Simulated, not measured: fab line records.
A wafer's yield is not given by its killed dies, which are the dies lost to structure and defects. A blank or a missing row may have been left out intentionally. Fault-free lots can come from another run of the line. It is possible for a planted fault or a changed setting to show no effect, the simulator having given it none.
Matching of chambers / flow nandHarc / NHARC_A_STAIRCASE_ETCHBACK_422 on rieDiel-12: 4 sister chambers
The step etches the open film in CH3F/O2, target depth 40 nm, time 74.286 s. 8 wafers are shown with their chamber, then 12 later ones without.

EACH WAFER AND ITS CHAMBER
wafer=L082.4; chamber=0; showerheadPlenumPTorr (Torr)=2.64; drypumpMotorCurrentA (A)=5.2
wafer=L082.5; chamber=3; showerheadPlenumPTorr (Torr)=2.30; drypumpMotorCurrentA (A)=6.0
wafer=L081.3; chamber=0; showerheadPlenumPTorr (Torr)=2.64; drypumpMotorCurrentA (A)=5.1
wafer=L081.4; chamber=1; showerheadPlenumPTorr (Torr)=2.37; drypumpMotorCurrentA (A)=6.0
wafer=L081.6; chamber=3; showerheadPlenumPTorr (Torr)=2.30; drypumpMotorCurrentA (A)=6.0
wafer=L091.4; chamber=2; showerheadPlenumPTorr (Torr)=2.29; drypumpMotorCurrentA (A)=6.2
wafer=L091.5; chamber=1; showerheadPlenumPTorr (Torr)=2.36; drypumpMotorCurrentA (A)=6.1
wafer=L091.6; chamber=2; showerheadPlenumPTorr (Torr)=2.29; drypumpMotorCurrentA (A)=6.2

WAFERS WITHOUT THEIR CHAMBER
wafer=L093.1; showerheadPlenumPTorr (Torr)=2.63; drypumpMotorCurrentA (A)=5.1
wafer=L093.3; showerheadPlenumPTorr (Torr)=2.29; drypumpMotorCurrentA (A)=5.9
wafer=L093.4; showerheadPlenumPTorr (Torr)=2.36; drypumpMotorCurrentA (A)=6.0
wafer=L094.4; showerheadPlenumPTorr (Torr)=2.36; drypumpMotorCurrentA (A)=6.0
wafer=L094.5; showerheadPlenumPTorr (Torr)=2.29; drypumpMotorCurrentA (A)=6.0
wafer=L094.6; showerheadPlenumPTorr (Torr)=2.29; drypumpMotorCurrentA (A)=6.2
wafer=L097.1; showerheadPlenumPTorr (Torr)=2.29; drypumpMotorCurrentA (A)=6.0
wafer=L097.3; showerheadPlenumPTorr (Torr)=2.29; drypumpMotorCurrentA (A)=6.2
wafer=L097.6; showerheadPlenumPTorr (Torr)=2.29; drypumpMotorCurrentA (A)=6.2
wafer=L096.1; showerheadPlenumPTorr (Torr)=2.62; drypumpMotorCurrentA (A)=5.1
wafer=L096.2; showerheadPlenumPTorr (Torr)=2.28; drypumpMotorCurrentA (A)=6.2
wafer=L096.4; showerheadPlenumPTorr (Torr)=2.29; drypumpMotorCurrentA (A)=6.0

EACH ONE'S CHAMBER
wafer=L093.1; from the rows above=0; in truth=0
wafer=L093.3; from the rows above=3; in truth=3
wafer=L093.4; from the rows above=1; in truth=1
wafer=L094.4; from the rows above=1; in truth=1
wafer=L094.5; from the rows above=can't be placed: 3 or 2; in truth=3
wafer=L094.6; from the rows above=2; in truth=2
wafer=L097.1; from the rows above=can't be placed: 3 or 2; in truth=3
wafer=L097.3; from the rows above=2; in truth=2
wafer=L097.6; from the rows above=2; in truth=2
wafer=L096.1; from the rows above=0; in truth=0
wafer=L096.2; from the rows above=2; in truth=2
wafer=L096.4; from the rows above=can't be placed: 3 or 2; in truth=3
Placed correctly: 9 of 12. Cannot be placed on the basis of these rows: 3; the candidates contain the true chamber in 3. Number placed wrongly: 0.
How it was worked out, from the rows above alone: a wafer's distance from a chamber is the root of the sum, over the readings, of the square of ((its reading less the chamber's mean) divided by the reading's scatter). The wafer belongs to the nearest chamber; if the next one is less than 2 further off, it can't be placed. A chamber's mean is the mean of its shown wafers. How the scatter is found: for the shown wafers, subtract from each reading the mean of its chamber, square and add these, divide the total by (wafers less chambers), then take the root.
